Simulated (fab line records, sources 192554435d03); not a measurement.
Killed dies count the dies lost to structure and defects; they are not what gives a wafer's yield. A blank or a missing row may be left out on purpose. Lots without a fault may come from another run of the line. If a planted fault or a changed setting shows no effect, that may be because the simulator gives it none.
Matching of chambers | flow n5Finfet | 4 sister chambers for N5_BEOL_M5_CMP_52 on cmp-01
The step polishes, stops on SiCOH lowk, t overpolish 6.9 s, target thk 62 nm. 4 wafers are shown with their chamber, then 7 later ones without.

WAFERS PAIRED WITH THEIR CHAMBERS
wafer  | chamber | motorCurrentA (A)
L074.4 | 0       | 6.6
L084.6 | 3       | 6.6
L087.3 | 1       | 7.4
L087.5 | 2       | 5.5

WAFERS WHOSE CHAMBER IS MISSING
wafer  | motorCurrentA (A)
L087.6 | 6.5
L091.1 | 7.4
L091.2 | 6.7
L091.6 | 6.8
L092.1 | 7.4
L092.4 | 6.8
L092.6 | 7.3

CHAMBER TAKEN BY EACH
wafer  | from the rows above     | in truth
L087.6 | can't be placed: 0 or 3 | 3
L091.1 | 1                       | 1
L091.2 | can't be placed: 0 or 3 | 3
L091.6 | can't be placed: 0 or 3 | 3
L092.1 | 1                       | 1
L092.4 | can't be placed: 0 or 3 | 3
L092.6 | 1                       | 1
Correctly placed: 3 of 7. Cannot be placed on the basis of these rows: 4; the candidates contain the true chamber in 4. 0 placed wrongly.
How it was worked out, from the rows above alone: a wafer's distance from a chamber is the root of the sum, over the readings, of the square of ((its reading less the chamber's mean) divided by the reading's scatter). If the next closest chamber is less than 2 further off than the closest, the wafer can't be placed; otherwise it belongs to the closest. The mean given for a chamber averages the wafers shown for that chamber. The scatter: with one shown wafer a chamber, the root of the mean of the squares of how far each hidden wafer lies from its nearest shown one.
